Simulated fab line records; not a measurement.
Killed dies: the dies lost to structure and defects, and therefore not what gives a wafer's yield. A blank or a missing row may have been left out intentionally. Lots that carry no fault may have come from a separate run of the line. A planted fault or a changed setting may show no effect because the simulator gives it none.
Struck lot and sound lot, side by side ; flow n5-finfet ; 13 out of 1938 route steps
Sound: wafers L845.1, L845.2, L845.3. Struck: wafer L857.1; the same lot's L857.6 was not struck, so it is left out; see the end for the cause.
Order at every step that has rows: each side's tool, ch and its chambers, its first start. Under that, the readings that differ: sound wafers ; struck wafers ; difference of the means ; sigmas: that difference in standard deviations of wafers without a fault.
alike: readings with means less than 2 such deviations apart, plus words and numbers identical on both sides. not compared: withheld readings, readings lacking a value on some wafer, bounds such as >300 that could conceal the same value, and numbers that have no deviation in the record and whose values overlap.
Wherever a step has rows on one side only, a row that says differs or no value, or a row with sigmas, the two part there. When numbers do not overlap yet have no deviation, they are printed without sigmas and do not part them. A reading missing from all wafers of one side parts the sides only when that side holds two or more wafers.

N5_HKMG_FIN_ALD_72: deposits W, target thk 2 nm, pulse time 1 s, purge time 2 s.
  sound on cvd-w-01 ch 0,1, day 6 00:59; struck on cvd-w-01 ch 1, day 9 10:35
  alike: heater-power-w, precursor-pulse-height-rel
then, 4 steps without rows for these wafers: N5_HKMG_FIN_W_FILL_22 (material W, target thk 60 nm, time 18.2 s); N5_HKMG_FIN_PRECLEAN_83 (cleans in DIW, time 57.5 s); N5_HKMG_FIN_SRD_84 (dry time 32 s); N5_HKMG_FIN_CMP_23 (polishes, stops on SiNx, t overpolish 10 s, target thk 46.326 nm).
N5_HKMG_FIN_CMP_94: polishes, stops on SiNx, t overpolish 4.7 s, target thk 43.299 nm.
  sound on cmp-03 ch 1,2,3, day 6 01:38; struck on cmp-01 ch 3, day 9 11:20
  alike: edge-zone-pressure-frac, motor-current-A
N5_HKMG_FIN_INSPECT_28: inspects for defects (darkfield).
  sound on defect-inspect-02, day 6 01:52; struck on defect-inspect-02, day 9 11:28
  alike: raw-defect-count
N5_GATE_CUT_ETCHBACK_00: etches W in SF6/Cl2.
  sound on rie-metal-01 ch 0,1, day 6 01:54; struck on rie-metal-03 ch 1, day 9 11:31
  alike: drypump-motor-current-A, he-backside-leak-sccm, oes-product-au, throttle-valve-pct
  not compared: rf-hours-counter-h
then, 2 steps without rows for these wafers: N5_GATE_CUT_ETCH_56 (etches TiN in Cl2/Ar, target depth 21.6 nm); N5_GATE_CUT_ETCHBACK_30 (etches TiN in Cl2/Ar, target depth 3 nm).
N5_GATE_CUT_VAPOR_ETCH_60: etches HfO2 in BCl3/Cl2.
  sound on rie-metal-01 ch 0,1, day 6 02:08; struck on rie-metal-03 ch 1, day 9 11:59
  alike: drypump-motor-current-A, he-backside-leak-sccm, oes-product-au
N5_GATE_CUT_ETCH_58: etches SiNx in CH3F/O2, target depth 17 nm, time 128.6 s.
  sound on rie-diel-03 ch 0,2,3, day 6 02:14; struck on rie-diel-03 ch 2, day 9 12:04
reading;sound;struck;difference;sigmas
oes-product-au (a.u.);0.94 0.76 0.80;0.66;-0.17;-2
rf-hours-counter-h (h);18 127 107;153;+69;
model.etch.depth-nm (nm);17.07 17.18 16.91;14.08;-2.97;
model.SiNx_of_SDB_ALD_29.thk-nm (nm);24.4 24.4 24.6;25;+1;
  alike: drypump-motor-current-A, rf-vpp-V, showerhead-plenum-p-Torr, throttle-valve-pct
N5_GATE_CUT_STRIP_59: strips in N2/H2, time 20 s.
  sound on rie-diel-03 ch 0,2,3, day 6 02:20; struck on rie-diel-03 ch 2, day 9 12:10
reading;sound;struck;difference;sigmas
rf-hours-counter-h (h);18 127 107;153;+69;
temp-c (C);40.10 40.10 39.77;40.24;+0.25;+2
  alike: drypump-motor-current-A, oes-product-au, rf-vpp-V, showerhead-plenum-p-Torr, throttle-valve-pct

== WHERE THEY PART ==
First at N5_GATE_CUT_ETCH_58; last, within this record, at N5_GATE_CUT_STRIP_59.

WHY: what the simulator had put in
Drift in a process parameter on rie-diel-03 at N5_GATE_CUT_ETCH_58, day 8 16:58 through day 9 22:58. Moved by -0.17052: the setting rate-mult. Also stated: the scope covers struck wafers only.
